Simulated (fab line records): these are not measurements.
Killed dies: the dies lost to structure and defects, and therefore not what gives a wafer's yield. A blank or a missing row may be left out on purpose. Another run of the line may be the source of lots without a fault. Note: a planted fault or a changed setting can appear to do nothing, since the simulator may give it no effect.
Which of the tools did it? :: flow n5-finfet :: 9 lots, 27 wafers sampled, at 7 steps of a route of 1938

== WHAT THE GAUGES READ, wafer by wafer ==
N5_BEOL_M3_INSPECT_59: inspects for defects (darkfield). Usual: raw-defect-count at 72, with a standard deviation of 22.
lot: L326
measured: day 7 02:02
on: defect-inspect-01
raw-defect-count: 70 63 92
flag: 

lot: L327
measured: day 7 18:19
on: defect-inspect-01
raw-defect-count: 77 64 78
flag: 

lot: L332
measured: day 8 12:31
on: defect-inspect-01
raw-defect-count: 98 51 90
flag: 

lot: L336
measured: day 10 03:19
on: defect-inspect-01
raw-defect-count: 59 53 42
flag: 

lot: L335
measured: day 10 06:31
on: defect-inspect-02
raw-defect-count: 368 383 366
flag: OFF

lot: L334
measured: day 10 07:44
on: defect-inspect-01
raw-defect-count: 417 370 392
flag: OFF

lot: L340
measured: day 11 01:07
on: defect-inspect-01
raw-defect-count: 75 73 89
flag: 

lot: L341
measured: day 11 11:06
on: defect-inspect-01
raw-defect-count: 88 101 105
flag: 

lot: L347
measured: day 13 00:05
on: defect-inspect-01
raw-defect-count: 113 101 93
flag: 

N5_BEOL_M4_INSPECT_13: inspects for defects (brightfield). Usual: raw-defect-count at 422, with a standard deviation of 100.
lot: L326
measured: day 7 03:05
on: defect-inspect-01
raw-defect-count: 400 303 292
flag: 

lot: L327
measured: day 7 19:32
on: defect-inspect-01
raw-defect-count: 316 394 448
flag: 

lot: L332
measured: day 8 13:13
on: defect-inspect-01
raw-defect-count: 415 360 468
flag: 

lot: L336
measured: day 10 05:38
on: defect-inspect-02
raw-defect-count: 306 461 434
flag: 

lot: L335
measured: day 10 08:50
on: defect-inspect-01
raw-defect-count: 599 645 651
flag: 

lot: L334
measured: day 10 08:56
on: defect-inspect-02
raw-defect-count: 952 696 968
flag: OFF

lot: L340
measured: day 11 02:11
on: defect-inspect-01
raw-defect-count: 549 524 428
flag: 

lot: L341
measured: day 11 12:44
on: defect-inspect-01
raw-defect-count: 416 475 544
flag: 

lot: L347
measured: day 13 01:46
on: defect-inspect-01
raw-defect-count: 400 508 362
flag: 

N5_BEOL_M4_RC_MEAS_101. Usual: DIBL_N 36.3 mV/V, standard deviation 1.2; DIBL_P 36.7 mV/V, standard deviation 1.5; IOFF_N 0.164 nA/um, standard deviation 0.02; IOFF_P 0.214 nA/um, standard deviation 0.024; ION_N 673 uA/um, standard deviation 8.5; ION_P 461 uA/um, standard deviation 5.9; SS_N 71.6 mV/dec, standard deviation 0.44; SS_P 73.3 mV/dec, standard deviation 0.55; VT_N 249.4 mV, standard deviation 2.4; VT_P -250.0 mV, standard deviation 2.3.
lot: L326
measured: day 7 14:05
on: prober-01
DIBL_N (mV/V): 36.3 35.6 36.4
DIBL_P (mV/V): 35.8 34.9 35.2
IOFF_N (nA/um): 0.162 0.149 0.160
IOFF_P (nA/um): 0.194 0.182 0.188
ION_N (uA/um): 674 654 655
ION_P (uA/um): 458 449 453
SS_N (mV/dec): 71.9 71.7 71.4
SS_P (mV/dec): 73.4 73.3 74.0
VT_N (mV): 249.4 250.6 249.2
VT_P (mV): -251.8 -255.3 -251.0
flag: 

lot: L327
measured: day 8 04:02
on: prober-02
DIBL_N (mV/V): 36.6 36.5 37.0
DIBL_P (mV/V): 35.3 34.2 35.8
IOFF_N (nA/um): 0.157 0.150 0.172
IOFF_P (nA/um): 0.211 0.201 0.227
ION_N (uA/um): 666 667 672
ION_P (uA/um): 463 459 464
SS_N (mV/dec): 71.3 72.1 71.7
SS_P (mV/dec): 72.8 73.1 73.0
VT_N (mV): 249.4 252.6 248.8
VT_P (mV): -248.3 -251.7 -248.0
flag: 

lot: L332
measured: day 9 11:40
on: prober-01
DIBL_N (mV/V): 36.4 33.3 35.5
DIBL_P (mV/V): 36.7 33.2 35.5
IOFF_N (nA/um): 0.144 0.112 0.134
IOFF_P (nA/um): 0.225 0.173 0.205
ION_N (uA/um): 652 676 669
ION_P (uA/um): 459 465 464
SS_N (mV/dec): 70.8 70.8 71.2
SS_P (mV/dec): 73.0 71.9 72.8
VT_N (mV): 252.7 254.2 252.9
VT_P (mV): -248.0 -249.8 -250.0
flag: 

lot: L336
measured: day 10 14:32
on: prober-01
DIBL_N (mV/V): 35.0 35.4 36.1
DIBL_P (mV/V): 35.5 36.4 37.2
IOFF_N (nA/um): 0.152 0.167 0.175
IOFF_P (nA/um): 0.205 0.214 0.225
ION_N (uA/um): 681 678 676
ION_P (uA/um): 469 463 459
SS_N (mV/dec): 71.4 71.4 71.8
SS_P (mV/dec): 73.2 73.4 73.9
VT_N (mV): 250.3 247.4 247.5
VT_P (mV): -251.2 -250.8 -248.6
flag: 

lot: L335
measured: day 10 16:14
on: prober-01
DIBL_N (mV/V): 36.3 36.8 36.5
DIBL_P (mV/V): 37.8 38.2 37.6
IOFF_N (nA/um): 0.171 0.169 0.159
IOFF_P (nA/um): 0.235 0.243 0.227
ION_N (uA/um): 689 678 676
ION_P (uA/um): 472 466 464
SS_N (mV/dec): 71.7 71.7 71.7
SS_P (mV/dec): 73.8 72.6 73.7
VT_N (mV): 245.1 248.6 250.6
VT_P (mV): -249.2 -249.1 -249.4
flag: 

lot: L334
measured: day 10 18:01
on: prober-01
DIBL_N (mV/V): 36.1 35.7 37.2
DIBL_P (mV/V): 37.7 37.2 39.5
IOFF_N (nA/um): 0.172 0.164 0.199
IOFF_P (nA/um): 0.219 0.210 0.248
ION_N (uA/um): 683 677 689
ION_P (uA/um): 464 464 465
SS_N (mV/dec): 71.6 72.1 72.6
SS_P (mV/dec): 73.4 73.6 75.0
VT_N (mV): 248.2 248.6 244.6
VT_P (mV): -248.6 -251.2 -247.5
flag: 

lot: L340
measured: day 11 14:03
on: prober-01
DIBL_N (mV/V): 37.2 36.6 36.7
DIBL_P (mV/V): 36.8 36.3 36.4
IOFF_N (nA/um): 0.174 0.165 0.160
IOFF_P (nA/um): 0.223 0.218 0.224
ION_N (uA/um): 675 671 678
ION_P (uA/um): 460 460 467
SS_N (mV/dec): 72.2 71.4 72.6
SS_P (mV/dec): 73.9 73.3 73.4
VT_N (mV): 251.4 248.3 253.3
VT_P (mV): -249.7 -249.7 -249.6
flag: 

lot: L341
measured: day 11 19:55
on: prober-02
DIBL_N (mV/V): 36.7 35.7 34.9
DIBL_P (mV/V): 37.1 36.7 35.7
IOFF_N (nA/um): 0.162 0.147 0.131
IOFF_P (nA/um): 0.224 0.218 0.195
ION_N (uA/um): 672 673 666
ION_P (uA/um): 470 466 462
SS_N (mV/dec): 71.6 71.1 71.6
SS_P (mV/dec): 73.3 73.3 73.3
VT_N (mV): 249.7 252.8 253.9
VT_P (mV): -247.1 -246.9 -247.2
flag: 

lot: L347
measured: day 13 12:11
on: prober-01
DIBL_N (mV/V): 36.0 37.5 36.9
DIBL_P (mV/V): 36.4 38.9 38.2
IOFF_N (nA/um): 0.163 0.194 0.180
IOFF_P (nA/um): 0.219 0.256 0.244
ION_N (uA/um): 675 671 674
ION_P (uA/um): 461 460 465
SS_N (mV/dec): 71.3 71.9 71.4
SS_P (mV/dec): 73.2 73.7 73.9
VT_N (mV): 246.9 245.0 247.3
VT_P (mV): -248.3 -248.7 -248.9
flag: 

== TOOL THAT RAN EACH LOT (tool first, then ch and the chambers of the sampled wafers, then the start) ==
lot: L326
N5_BEOL_M3_SPUTTER_96: pvd-sputter-03, day 7 00:57
N5_BEOL_M3_CMP_52: cmp-01 ch 0,1,3, day 7 01:29
N5_BEOL_M3_PRE_CLEAN_60: cvd-co-01 ch 0,2, day 7 01:46
N5_BEOL_M4_PECVD_72: pecvd-03 ch 0,1, day 7 02:11

lot: L327
N5_BEOL_M3_SPUTTER_96: pvd-sputter-01, day 7 17:13
N5_BEOL_M3_CMP_52: cmp-01 ch 0,2,3, day 7 17:47
N5_BEOL_M3_PRE_CLEAN_60: cvd-co-02 ch 0,2, day 7 18:04
N5_BEOL_M4_PECVD_72: pecvd-04 ch 0,2, day 7 18:27

lot: L332
N5_BEOL_M3_SPUTTER_96: pvd-sputter-03, day 8 11:26
N5_BEOL_M3_CMP_52: cmp-01 ch 0,1,2, day 8 11:58
N5_BEOL_M3_PRE_CLEAN_60: cvd-co-02 ch 0,2, day 8 12:16
N5_BEOL_M4_PECVD_72: pecvd-03 ch 0,1, day 8 12:40

lot: L336
N5_BEOL_M3_SPUTTER_96: pvd-sputter-02, day 10 02:04
N5_BEOL_M3_CMP_52: cmp-01 ch 0,2,3, day 10 02:35
N5_BEOL_M3_PRE_CLEAN_60: cvd-co-01 ch 0,1,2, day 10 03:02
N5_BEOL_M4_PECVD_72: pecvd-03 ch 0,2, day 10 03:28

lot: L335
N5_BEOL_M3_SPUTTER_96: pvd-sputter-02, day 10 05:25
N5_BEOL_M3_CMP_52: cmp-01 ch 0,2,3, day 10 05:55
N5_BEOL_M3_PRE_CLEAN_60: cvd-co-02 ch 0,2, day 10 06:16
N5_BEOL_M4_PECVD_72: pecvd-03 ch 0,1,2, day 10 06:40

lot: L334
N5_BEOL_M3_SPUTTER_96: pvd-sputter-03, day 10 06:32
N5_BEOL_M3_CMP_52: cmp-01 ch 0,1,2, day 10 07:10
N5_BEOL_M3_PRE_CLEAN_60: cvd-co-01 ch 0,1,2, day 10 07:27
N5_BEOL_M4_PECVD_72: pecvd-04 ch 0,1, day 10 07:54

lot: L340
N5_BEOL_M3_SPUTTER_96: pvd-sputter-01, day 11 00:02
N5_BEOL_M3_CMP_52: cmp-03 ch 1,2,3, day 11 00:34
N5_BEOL_M3_PRE_CLEAN_60: cvd-co-01 ch 0,1,2, day 11 00:52
N5_BEOL_M4_PECVD_72: pecvd-01 ch 1,2, day 11 01:16

lot: L341
N5_BEOL_M3_SPUTTER_96: pvd-sputter-02, day 11 09:45
N5_BEOL_M3_CMP_52: cmp-03 ch 0,1,3, day 11 10:31
N5_BEOL_M3_PRE_CLEAN_60: cvd-co-02 ch 0,1,2, day 11 10:51
N5_BEOL_M4_PECVD_72: pecvd-04 ch 0,2, day 11 11:14

lot: L347
N5_BEOL_M3_SPUTTER_96: pvd-sputter-02, day 12 22:59
N5_BEOL_M3_CMP_52: cmp-03 ch 0,1,3, day 12 23:30
N5_BEOL_M3_PRE_CLEAN_60: cvd-co-01 ch 0,1,2, day 12 23:50
N5_BEOL_M4_PECVD_72: pecvd-04 ch 0,2, day 13 00:13
- N5_BEOL_M3_SPUTTER_96: material Cu, target thk 4.5 nm, time 8.29 s.
- N5_BEOL_M3_CMP_52: polishes, stops on SiOC, t overpolish 6.8 s, target thk 40 nm.
- N5_BEOL_M3_PRE_CLEAN_60: time 15 s.
- N5_BEOL_M4_PECVD_72: deposits SiO2 from TEOS/O2, target thk 16 nm, time 18 s.

== WHAT THE TOOLS THEMSELVES READ (means of the sampled wafers that have a number; where no wafer has one, the mark that the record gives instead) ==
N5_BEOL_M3_SPUTTER_96. Usual: chamber-pressure-pa 0.07 Pa, standard deviation 0.00013; substrate-temp-c -19.99 C, standard deviation 0.098; throttle-valve-pct 29.7 %, standard deviation 1.1.
lot: L326
tool: pvd-sputter-03
chamber-pressure-pa (Pa): 0.07
substrate-temp-c (C): -19.91
throttle-valve-pct (%): 29.9
flag: 

lot: L327
tool: pvd-sputter-01
chamber-pressure-pa (Pa): 0.07
substrate-temp-c (C): -20.01
throttle-valve-pct (%): 30.1
flag: 

lot: L332
tool: pvd-sputter-03
chamber-pressure-pa (Pa): 0.07
substrate-temp-c (C): -20.05
throttle-valve-pct (%): 30.6
flag: 

lot: L336
tool: pvd-sputter-02
chamber-pressure-pa (Pa): 0.07
substrate-temp-c (C): -20.12
throttle-valve-pct (%): 29.5
flag: 

lot: L335
tool: pvd-sputter-02
chamber-pressure-pa (Pa): 0.07
substrate-temp-c (C): -20.01
throttle-valve-pct (%): 29.2
flag: 

lot: L334
tool: pvd-sputter-03
chamber-pressure-pa (Pa): 0.07
substrate-temp-c (C): -20.08
throttle-valve-pct (%): 29.7
flag: 

lot: L340
tool: pvd-sputter-01
chamber-pressure-pa (Pa): 0.07
substrate-temp-c (C): -20.03
throttle-valve-pct (%): 30.2
flag: 

lot: L341
tool: pvd-sputter-02
chamber-pressure-pa (Pa): 0.07
substrate-temp-c (C): -19.88
throttle-valve-pct (%): 29.3
flag: 

lot: L347
tool: pvd-sputter-02
chamber-pressure-pa (Pa): 0.07
substrate-temp-c (C): -19.87
throttle-valve-pct (%): 30.4
flag: 

N5_BEOL_M3_CMP_52. Usual: barrier-field-endpoint-s 24.6 s, standard deviation 0.61; motor-current-A 6.3 A, standard deviation 0.61; overpolish-run-s 6.799 s, standard deviation 0.0093; time-to-endpoint-s 63.1 s, standard deviation 2.5.
lot: L326
tool: cmp-01
barrier-field-endpoint-s (s): 25.0
motor-current-A (A): 6.3
overpolish-run-s (s): 6.802
time-to-endpoint-s (s): 62.1
flag: 

lot: L327
tool: cmp-01
barrier-field-endpoint-s (s): 25.2
motor-current-A (A): 6.5
overpolish-run-s (s): 6.802
time-to-endpoint-s (s): 64.6
flag: 

lot: L332
tool: cmp-01
barrier-field-endpoint-s (s): 24.4
motor-current-A (A): 6.7
overpolish-run-s (s): 6.802
time-to-endpoint-s (s): 62.0
flag: 

lot: L336
tool: cmp-01
barrier-field-endpoint-s (s): 23.7
motor-current-A (A): 6.6
overpolish-run-s (s): 6.798
time-to-endpoint-s (s): 59.7
flag: 

lot: L335
tool: cmp-01
barrier-field-endpoint-s (s): 24.3
motor-current-A (A): 6.6
overpolish-run-s (s): 6.804
time-to-endpoint-s (s): 60.7
flag: 

lot: L334
tool: cmp-01
barrier-field-endpoint-s (s): 24.6
motor-current-A (A): 6.6
overpolish-run-s (s): 6.805
time-to-endpoint-s (s): 62.9
flag: 

lot: L340
tool: cmp-03
barrier-field-endpoint-s (s): 24.7
motor-current-A (A): 5.8
overpolish-run-s (s): 6.805
time-to-endpoint-s (s): 64.7
flag: 

lot: L341
tool: cmp-03
barrier-field-endpoint-s (s): 25.1
motor-current-A (A): 6.0
overpolish-run-s (s): 6.793
time-to-endpoint-s (s): 63.4
flag: 

lot: L347
tool: cmp-03
barrier-field-endpoint-s (s): 24.5
motor-current-A (A): 6.2
overpolish-run-s (s): 6.803
time-to-endpoint-s (s): 59.9
flag: 

N5_BEOL_M3_PRE_CLEAN_60. Usual: heater-power-w at 72 W, with a standard deviation of 18.
lot: L326
tool: cvd-co-01
heater-power-w (W): 60
flag: 

lot: L327
tool: cvd-co-02
heater-power-w (W): 87
flag: 

lot: L332
tool: cvd-co-02
heater-power-w (W): 91
flag: 

lot: L336
tool: cvd-co-01
heater-power-w (W): 64
flag: 

lot: L335
tool: cvd-co-02
heater-power-w (W): 87
flag: 

lot: L334
tool: cvd-co-01
heater-power-w (W): 63
flag: 

lot: L340
tool: cvd-co-01
heater-power-w (W): 64
flag: 

lot: L341
tool: cvd-co-02
heater-power-w (W): 77
flag: 

lot: L347
tool: cvd-co-01
heater-power-w (W): 63
flag: 

N5_BEOL_M4_PECVD_72. Usual: heater-power-w 626 W, standard deviation 71; showerhead-plenum-p-Torr 8.77 Torr, standard deviation 0.035; throttle-valve-pct 22.3 %, standard deviation 0.9.
lot: L326
tool: pecvd-03
heater-power-w (W): 658
showerhead-plenum-p-Torr (Torr): 8.76
throttle-valve-pct (%): 21.8
flag: 

lot: L327
tool: pecvd-04
heater-power-w (W): 707
showerhead-plenum-p-Torr (Torr): 8.75
throttle-valve-pct (%): 22.5
flag: 

lot: L332
tool: pecvd-03
heater-power-w (W): 624
showerhead-plenum-p-Torr (Torr): 8.76
throttle-valve-pct (%): 21.7
flag: 

lot: L336
tool: pecvd-03
heater-power-w (W): 674
showerhead-plenum-p-Torr (Torr): 8.75
throttle-valve-pct (%): 21.8
flag: 

lot: L335
tool: pecvd-03
heater-power-w (W): 666
showerhead-plenum-p-Torr (Torr): 8.74
throttle-valve-pct (%): 21.7
flag: 

lot: L334
tool: pecvd-04
heater-power-w (W): 697
showerhead-plenum-p-Torr (Torr): 8.74
throttle-valve-pct (%): 22.6
flag: 

lot: L340
tool: pecvd-01
heater-power-w (W): 540
showerhead-plenum-p-Torr (Torr): 8.81
throttle-valve-pct (%): 22.1
flag: 

lot: L341
tool: pecvd-04
heater-power-w (W): 678
showerhead-plenum-p-Torr (Torr): 8.75
throttle-valve-pct (%): 21.5
flag: 

lot: L347
tool: pecvd-04
heater-power-w (W): 697
showerhead-plenum-p-Torr (Torr): 8.76
throttle-valve-pct (%): 21.3
flag: 

== THE ANSWER, worked out from the rows above alone ==
Rule: lot off if the mean of its wafers having a number is beyond 3 standard deviations from the usual mean. Also off: a lot with no number at a reading for which 4 or more lots have one. Where the step has rows for the other lots, those lots are counted as sound. After the gauges, taken in route order, come the tools' own readings; for these a lot's mean is taken, as printed above. At the first step where some lot is off, the reading lying furthest off is the one used; lots without a number count as furthest.
Off: L335, L334, at N5_BEOL_M3_INSPECT_59 (raw-defect-count).
If a tool, at a process step before that reading, ran all the lots that are off and no sound lot after the first of them, it fits. Those tools and the gauges at N5_BEOL_M3_INSPECT_59 are tried in the same way. One fits: cmp-01 at N5_BEOL_M3_CMP_52. Its last sound lot is L336 (day 10 02:35), its first lot that is off L335 (day 10 05:55): a fault that began between those two fits.

== WHAT THE SIMULATOR PUT IN ==
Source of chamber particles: cmp-01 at N5_BEOL_M3_CMP_52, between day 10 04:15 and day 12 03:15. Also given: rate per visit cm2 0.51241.
Lots struck among those shown: L335, L334. Same finding as the rule above.
